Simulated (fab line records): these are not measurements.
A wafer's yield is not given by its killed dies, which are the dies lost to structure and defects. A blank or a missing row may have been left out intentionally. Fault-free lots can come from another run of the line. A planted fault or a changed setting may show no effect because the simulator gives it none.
The same fault as seen by 2 desks || flow nand harc || only its own numbers are on each desk; what lay behind them is given at the end

## THE DEFECT DESK
Inspection counts along the route, by lot: the mean over sampled wafers that carry a number. A lot is out of limits, marked OUT, if its mean lies more than 4 standard deviations from the usual mean; the brackets give that distance.
Columns: A = raw defect count at NHARC_HYBRID_BOND_INSPECT_06, usual 92
{"lot": "L237", "first seen here": "day 25 06:13", "A": 94}
{"lot": "L240", "first seen here": "day 25 06:14", "A": 129}
{"lot": "L244", "first seen here": "day 27 15:26", "A": 141}
{"lot": "L253", "first seen here": "day 30 19:12", "A": 29}
{"lot": "L255", "first seen here": "day 31 15:16", "A": 149}
{"lot": "L254", "first seen here": "day 31 15:17", "A": 44}
{"lot": "L257", "first seen here": "day 32 09:05", "A": 71}
{"lot": "L256", "first seen here": "day 32 09:07", "A": 101}
{"lot": "L259", "first seen here": "day 33 15:00", "A": 141}
{"lot": "L258", "first seen here": "day 33 18:45", "A": 49}
Finding of this desk: none of the 10 lots has anything out of limits.

## DESK OF THE TOOL OWNER: pvd sputter-02
The tool's own readings at NHARC_A_BONDPAD_PVD_27 (deposits Cu, target thk 30 nm, time 20.49 s): means of the sampled wafers that have a number, for each lot that ran on this tool. A lot is out of limits, marked OUT, if its mean lies more than 4 standard deviations from the usual mean; the brackets give that distance.
Columns: A = substrate temp c at NHARC_A_BONDPAD_PVD_27, usual 29.99 C; B = throttle valve pct at NHARC_A_BONDPAD_PVD_27, usual 29.8 %
{"lot": "L240", "first seen here": "day 24 20:13", "A": 29.97, "B": 29.2}
{"lot": "L243", "first seen here": "day 26 22:52", "A": 30.08, "B": 28.7}
{"lot": "L246", "first seen here": "day 27 13:46", "A": 30.05, "B": 29.8}
{"lot": "L253", "first seen here": "day 30 07:38", "A": 29.91, "B": 29.3}
{"lot": "L254", "first seen here": "day 31 02:34", "A": 30.02, "B": 29.3}
{"lot": "L257", "first seen here": "day 31 17:00", "A": 30.04, "B": 30.0}
{"lot": "L256", "first seen here": "day 31 18:19", "A": 29.93, "B": 29.3}
Finding of this desk: none of the 7 lots has anything out of limits.

## BROUGHT TOGETHER
Nothing the defect desk looked at was out of limits.
The desk of the tool owner found nothing out of limits.

## WHAT THE SIMULATOR HAD PUT IN
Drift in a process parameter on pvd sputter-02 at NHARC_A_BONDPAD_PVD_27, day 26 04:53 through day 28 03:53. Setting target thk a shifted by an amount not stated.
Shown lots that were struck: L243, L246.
